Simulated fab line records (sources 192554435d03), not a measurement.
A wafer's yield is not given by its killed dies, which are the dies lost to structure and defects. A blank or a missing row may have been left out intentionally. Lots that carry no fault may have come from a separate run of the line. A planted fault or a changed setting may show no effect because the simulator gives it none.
Which tool is to blame? -- flow n5_finfet -- Sampling: 10 lots, 30 wafers, 5 of 1938 route steps

## WHAT THE GAUGES READ, wafer by wafer
N5_SD_EPI_P_INSPECT_11: inspects for defects (macro). Usual: raw_defect_count at 2.2, with a standard deviation of 1.5.
lot,measured,on,raw_defect_count,flag
L411,day 3 07:34,defect_inspect-01,3 3 3,
L412,day 3 17:11,defect_inspect-02,1 4 1,
L415,day 4 06:28,defect_inspect-02,0 6 3,
L416,day 4 14:34,defect_inspect-01,2 0 1,
L418,day 5 01:58,defect_inspect-01,6 1 5,
L420,day 5 09:41,defect_inspect-02,3 3 1,
L421,day 5 17:33,defect_inspect-01,2 1 3,
L431,day 8 04:58,defect_inspect-02,3 1 2,
L432,day 8 13:22,defect_inspect-02,1 1 0,
L434,day 9 01:13,defect_inspect-02,0 2 3,

N5_SD_EPI_P_INSPECT_26: inspects for defects (darkfield). Usual: raw_defect_count at 178, with a standard deviation of 36.
lot,measured,on,raw_defect_count,flag
L411,day 3 11:21,defect_inspect-02,211 288 256,
L412,day 3 20:56,defect_inspect-01,185 157 168,
L415,day 4 10:25,defect_inspect-01,117 146 126,
L416,day 4 19:10,defect_inspect-02,164 134 165,
L418,day 5 06:34,defect_inspect-02,235 181 165,
L420,day 5 13:26,defect_inspect-02,177 219 234,
L421,day 5 21:19,defect_inspect-02,181 160 158,
L431,day 8 09:34,defect_inspect-02,944 989 998,OFF
L432,day 8 17:07,defect_inspect-02,976 1061 964,OFF
L434,day 9 04:58,defect_inspect-01,178 204 233,

N5_SD_ACTIVATION_INSPECT_02: inspects for defects (darkfield). Usual: raw_defect_count at 177, with a standard deviation of 37.
lot,measured,on,raw_defect_count,flag
L411,day 3 12:10,defect_inspect-01,213 300 272,
L412,day 3 21:54,defect_inspect-02,174 164 155,
L415,day 4 11:12,defect_inspect-01,135 142 125,
L416,day 4 19:55,defect_inspect-02,162 145 170,
L418,day 5 07:19,defect_inspect-02,212 179 166,
L420,day 5 14:13,defect_inspect-01,177 212 241,
L421,day 5 22:15,defect_inspect-02,184 156 154,
L431,day 8 10:24,defect_inspect-02,950 997 965,OFF
L432,day 8 17:52,defect_inspect-02,964 1054 976,OFF
L434,day 9 05:43,defect_inspect-02,168 201 216,

## EACH LOT AND THE TOOL THAT RAN IT (in order: tool; ch and the chambers of the sampled wafers; start)
lot,N5_SD_EPI_P_ETCH_36,N5_SD_EPI_P_ETCH_37
L411,"rie_diel-06 ch 0,2,3, day 3 07:38","rie_diel-06 ch 0,2,3, day 3 07:42"
L412,"rie_diel-04 ch 1,2, day 3 17:15","rie_diel-04 ch 1,2, day 3 17:19"
L415,"rie_diel-06 ch 0,1,3, day 4 06:43","rie_diel-06 ch 0,1,3, day 4 06:47"
L416,"rie_diel-03 ch 0,2,3, day 4 14:40","rie_diel-03 ch 0,2,3, day 4 14:51"
L418,"rie_diel-03 ch 0,1,3, day 5 02:02","rie_diel-03 ch 0,1,3, day 5 02:06"
L420,"rie_diel-03 ch 1,2,3, day 5 09:45","rie_diel-03 ch 1,2,3, day 5 09:49"
L421,"rie_diel-04 ch 0,2,3, day 5 17:37","rie_diel-04 ch 0,2,3, day 5 17:41"
L431,"rie_diel-03 ch 1,2,3, day 8 05:01","rie_diel-03 ch 1,2,3, day 8 05:05"
L432,"rie_diel-03 ch 0,2,3, day 8 13:26","rie_diel-03 ch 0,2,3, day 8 13:29"
L434,"rie_diel-06 ch 2,3, day 9 01:17","rie_diel-06 ch 2,3, day 9 01:20"
- N5_SD_EPI_P_ETCH_36: etches SiARC in CF4, target depth 45.5 nm, time 75.8 s.
- N5_SD_EPI_P_ETCH_37: etches SOC in N2/H2, overetch 108 nm, time 486 s.

## AS READ BY THE TOOLS THEMSELVES (means over the sampled wafers that have a number; for cases with no such wafer, the mark the record gives instead)
N5_SD_EPI_P_ETCH_36. Usual: value, then standard deviation, for each; chamber_pressure_mTorr 40.00 mTorr / 0.037; drypump_motor_current_A 5.7 A / 0.41; etch_rf_on_time_s 75.6 s / 1; oes_product_au 0.68 a.u. / 0.072; rf_vpp_V 184.0 V / 1.2; showerhead_plenum_p_Torr 2.14 Torr / 0.066; throttle_valve_pct 15.63 % / 0.24.
lot,tool,chamber_pressure_mTorr (mTorr),drypump_motor_current_A (A),etch_rf_on_time_s (s),oes_product_au (a.u.),rf_vpp_V (V),showerhead_plenum_p_Torr (Torr),throttle_valve_pct (%),flag
L411,rie_diel-06,39.99,5.7,75.4,0.69,184.5,2.15,15.77,
L412,rie_diel-04,40.00,5.4,75.9,0.67,184.3,2.14,15.66,
L415,rie_diel-06,39.97,5.7,75.6,0.69,184.6,2.15,15.69,
L416,rie_diel-03,40.00,5.7,76.1,0.68,182.8,2.06,15.61,
L418,rie_diel-03,39.98,5.7,76.2,0.65,183.6,2.09,15.61,
L420,rie_diel-03,40.00,5.5,76.1,0.70,183.9,2.10,15.44,
L421,rie_diel-04,39.98,5.8,76.1,0.64,184.7,2.16,15.67,
L431,rie_diel-03,40.01,5.5,75.7,0.75,184.8,2.18,15.32,
L432,rie_diel-03,40.00,5.6,76.1,0.72,184.0,2.14,15.50,
L434,rie_diel-06,40.01,5.7,74.5,0.74,184.5,2.14,15.71,

N5_SD_EPI_P_ETCH_37. Usual: chamber_pressure_mTorr 20.003 mTorr, standard deviation 0.018; drypump_motor_current_A 5.7 A, standard deviation 0.41; oes_product_au 0.71 a.u., standard deviation 0.072; rf_vpp_V 240.7 V, standard deviation 1.4; showerhead_plenum_p_Torr 2.53 Torr, standard deviation 0.086; throttle_valve_pct 23.88 %, standard deviation 0.19.
lot,tool,chamber_pressure_mTorr (mTorr),drypump_motor_current_A (A),oes_product_au (a.u.),rf_vpp_V (V),showerhead_plenum_p_Torr (Torr),throttle_valve_pct (%),flag
L411,rie_diel-06,20.009,5.7,0.72,241.5,2.54,24.05,
L412,rie_diel-04,20.005,5.4,0.70,241.7,2.55,23.88,
L415,rie_diel-06,19.994,5.7,0.72,241.3,2.56,24.08,
L416,rie_diel-03,20.011,5.7,0.72,239.5,2.44,23.75,
L418,rie_diel-03,20.003,5.7,0.69,239.4,2.47,23.83,
L420,rie_diel-03,20.015,5.5,0.74,239.6,2.50,23.77,
L421,rie_diel-04,20.008,5.8,0.67,241.1,2.56,23.91,
L431,rie_diel-03,19.996,5.5,0.79,240.8,2.59,23.65,
L432,rie_diel-03,20.011,5.6,0.76,240.5,2.53,23.65,
L434,rie_diel-06,20.005,5.7,0.76,240.7,2.52,23.92,

## THE ANSWER, worked out from the rows above alone
Rule: a lot counts as off when the mean over its wafers that have a number is more than 3 standard deviations away from the usual mean. Also off: a lot with no number at a reading for which 4 or more lots have one. Where the step has rows for the other lots, those lots are counted as sound. Order of review: gauges by route order, followed by the tools' own readings, for which a lot's mean as printed above is used. At the first step where some lot is off, the reading lying furthest off is the one used; lots without a number count as furthest.
Off: L431, L432 (N5_SD_EPI_P_INSPECT_26, raw_defect_count).
A tool fits if, at a process step before that reading, it ran every lot that is off, and no sound lot after the first of them. The gauges at N5_SD_EPI_P_INSPECT_26 are tried like those tools. This does not decide it: 2 tools fit, namely rie_diel-03 at N5_SD_EPI_P_ETCH_36 and N5_SD_EPI_P_ETCH_37 and defect_inspect-02 at N5_SD_EPI_P_INSPECT_26.

## WHAT THE SIMULATOR HAD INSERTED
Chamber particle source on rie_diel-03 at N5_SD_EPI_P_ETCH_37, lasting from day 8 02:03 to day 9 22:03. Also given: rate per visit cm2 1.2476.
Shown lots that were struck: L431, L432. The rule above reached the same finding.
